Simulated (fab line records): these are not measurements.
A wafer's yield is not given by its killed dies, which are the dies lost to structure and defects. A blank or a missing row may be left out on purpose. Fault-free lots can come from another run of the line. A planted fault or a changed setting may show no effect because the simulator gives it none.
A struck lot beside a sound one    flow nand-harc    15 steps out of a route of 1302
Sound: the wafers L766.1, L766.2, L766.3. Struck: wafers L772.2, L772.3, L772.4. Last of all comes the cause.
Each step with rows lists, per side, the tool, then ch with its chambers, then its first start. Under that, the readings that differ: sound wafers    struck wafers    difference of the means    sigmas: that difference in standard deviations of wafers without a fault.
alike: readings with means less than 2 such deviations apart, plus words and numbers identical on both sides. not compared: withheld readings, readings lacking a value on some wafer, bounds such as >300 that could conceal the same value, and numbers that have no deviation in the record and whose values overlap.
Wherever a step has rows on one side only, a row that says differs or no value, or a row with sigmas, the two part there. Numbers that don't overlap but have no deviation are shown without sigmas and don't part them. Lack of a reading on every wafer of one side parts them only where that side has two or more wafers.

first, 3 steps without rows for these wafers: NHARC_A_CHANNEL_HOLE_D1_STRIP_41 (strips in N2/H2); NHARC_A_CHANNEL_HOLE_D1_STRIP_42 (strips in CF4/CHF3); NHARC_A_CHANNEL_HOLE_D1_STRIP_43 (strips in O2/COS).
NHARC_A_CHANNEL_HOLE_D1_ETCH_44: etches the open film in CF4/O2, target depth 140 nm, overetch 14 nm, time 77 s.
  sound on rie-diel-05 ch 0,1,3, day 13 06:52; struck on rie-diel-05 ch 0,2,3, day 15 11:38
reading                 sound     struck    difference  sigmas
rf-hours-counter-h (h)  20 22 20  38 36 34  +15         
  alike: cf4-flow-sccm, chamber-pressure-mTorr, drypump-motor-current-A, oes-product-au, rf-vpp-V, showerhead-plenum-p-Torr, throttle-valve-pct
NHARC_A_CHANNEL_HOLE_D1_STRIP_27: strips in O2.
  sound: rie-diel-05 ch 1,2,3; struck: rie-diel-05 ch 0,1,3
reading                 sound     struck    difference  sigmas
rf-hours-counter-h (h)  21 20 22  41 36 38  +17         
  alike: chamber-pressure-mTorr, drypump-motor-current-A, oes-product-au, rf-vpp-V, showerhead-plenum-p-Torr, throttle-valve-pct
then, 2 steps without rows for these wafers: NHARC_A_CHANNEL_HOLE_D1_PRECLEAN_28 (cleans in SC1); NHARC_A_CHANNEL_HOLE_D1_SRD_29.
NHARC_A_CHANNEL_HOLE_D1_CD_MEAS_30:
  sound: cd-sem-03 at day 13 07:40; struck: cd-sem-01 at day 15 12:26
  alike: cd-nm
NHARC_A_CHANNEL_HOLE_D1_XSEM_31:
  sound on xsem-02 ch 0, day 13 07:46; struck on xsem-02 ch 0, day 15 12:32
  alike: bot-cd-nm, bow-nm, tilt-deg
NHARC_A_CHANNEL_HOLE_D1_INSPECT_40:
  sound: defect-inspect-01 at day 13 07:52; struck: defect-inspect-01 at day 15 12:38
  alike: raw-defect-count
then, 2 steps without rows for these wafers: NHARC_A_CHANNEL_FILL_D1_PRECLEAN_00 (cleans in SC1); NHARC_A_CHANNEL_FILL_D1_SRD_01.
NHARC_A_CHANNEL_FILL_D1_ALD_02: deposits SiO2, target thk 6 nm, pulse time 10 s, ald cycles 60.
  sound on ald-hk-03 ch 1,2,3, day 13 08:03; struck on ald-hk-03 ch 1,2,3, day 15 14:08
reading     sound     struck    difference  sigmas
ald-cycles  60 60 60  68 68 68  +8          
  alike: heater-power-w, precursor-pulse-height-rel
NHARC_A_CHANNEL_FILL_D1_ALD_03: deposits SiNx, target thk 6 nm, pulse time 60 s, ald cycles 58.
  sound: ald-sin-batch-02 ch 0; struck: ald-sin-batch-01 ch 0
  alike: ald-cycles, precursor-pulse-height-rel
following that, these wafers have no rows for 1 step: NHARC_END_SORT_01.

== WHERE THEY PART ==
Nowhere in this record.

WHY: whatever the simulator had introduced
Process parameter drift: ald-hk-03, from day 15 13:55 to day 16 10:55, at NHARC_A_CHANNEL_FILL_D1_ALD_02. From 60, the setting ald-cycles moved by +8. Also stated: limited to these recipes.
